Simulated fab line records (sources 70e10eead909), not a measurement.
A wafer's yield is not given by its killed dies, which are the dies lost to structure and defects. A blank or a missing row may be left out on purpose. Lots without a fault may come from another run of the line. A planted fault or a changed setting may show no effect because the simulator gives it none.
Matching of chambers | flow nandHarc | rieDiel-13 running NHARC_A_STAIRCASE_ETCH_230: 4 sister chambers
The step etches the open film in C4F8/O2, target depth 100 nm, time 40.5 s. 14 wafers are shown with their chamber, then 7 later ones without.

== WAFERS PAIRED WITH THEIR CHAMBERS ==
wafer  | chamber | rfVppV (V) | rfFwdPowerW (W) | oesProductAu (a.u.)
L133.2 | 0       | 896        | 588.8           | 0.946
L133.4 | 1       | 905        | 592.9           | 0.940
L133.6 | 0       | 896        | 592.9           | 0.949
L134.4 | 1       | 904        | 591.6           | 0.923
L134.5 | 1       | 903        | 588.6           | 0.928
L134.6 | 0       | 895        | 592.2           | 0.931
L135.1 | 1       | 903        | 589.9           | 0.952
L135.5 | 3       | 894        | 594.0           | 0.930
L135.6 | 2       | 891        | 588.3           | 0.958
L146.1 | 1       | 906        | 593.7           | 0.940
L146.3 | 0       | 894        | 592.2           | 0.965
L146.4 | 2       | 889        | 590.1           | 0.968
L149.1 | 1       | 903        | 591.0           | 0.975
L149.4 | 0       | 896        | 590.2           | 0.963

SIGNATURES (means of the wafers above)
reading      | chamber 0 | chamber 1 | chamber 2 | chamber 3 | scatter within a chamber
rfVppV       | 895.40    | 904.00    | 890.00    | 894.00    | 1.15
rfFwdPowerW  | 591.260   | 591.283   | 589.200   | 594.000   | 1.76
oesProductAu | 0.95080   | 0.94300   | 0.96300   | 0.93000   | 0.016
Rule: a wafer lies at a distance from a chamber equal to the root of the sum of squares, over the readings, of (its reading less the chamber's mean, divided by the reading's scatter). If the next closest chamber is less than 2 further off than the closest, the wafer can't be placed; otherwise it belongs to the closest. How the scatter is found: for the shown wafers, subtract from each reading the mean of its chamber, square and add these, divide the total by (wafers less chambers), then take the root.

== WAFERS WHOSE CHAMBER IS MISSING ==
wafer  | rfVppV (V) | rfFwdPowerW (W) | oesProductAu (a.u.)
L149.5 | 895        | 592.0           | 0.939
L148.2 | 903        | 590.3           | 0.944
L148.3 | 894        | 593.2           | 0.955
L148.6 | 890        | 590.4           | 0.943
L151.2 | 896        | 593.0           | 0.972
L151.4 | 888        | 585.6           | 0.958
L151.6 | 889        | 589.3           | 0.956

== EACH ONE'S CHAMBER ==
wafer  | from the rows above     | in truth
L149.5 | can't be placed: 0 or 3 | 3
L148.2 | 1                       | 1
L148.3 | can't be placed: 3 or 0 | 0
L148.6 | 2                       | 2
L151.2 | can't be placed: 0 or 3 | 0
L151.4 | 2                       | 2
L151.6 | 2                       | 2
Correct placement for 4 of the 7. Cannot be placed on the basis of these rows: 3; the candidates contain the true chamber in 3. Wrongly placed: 0.
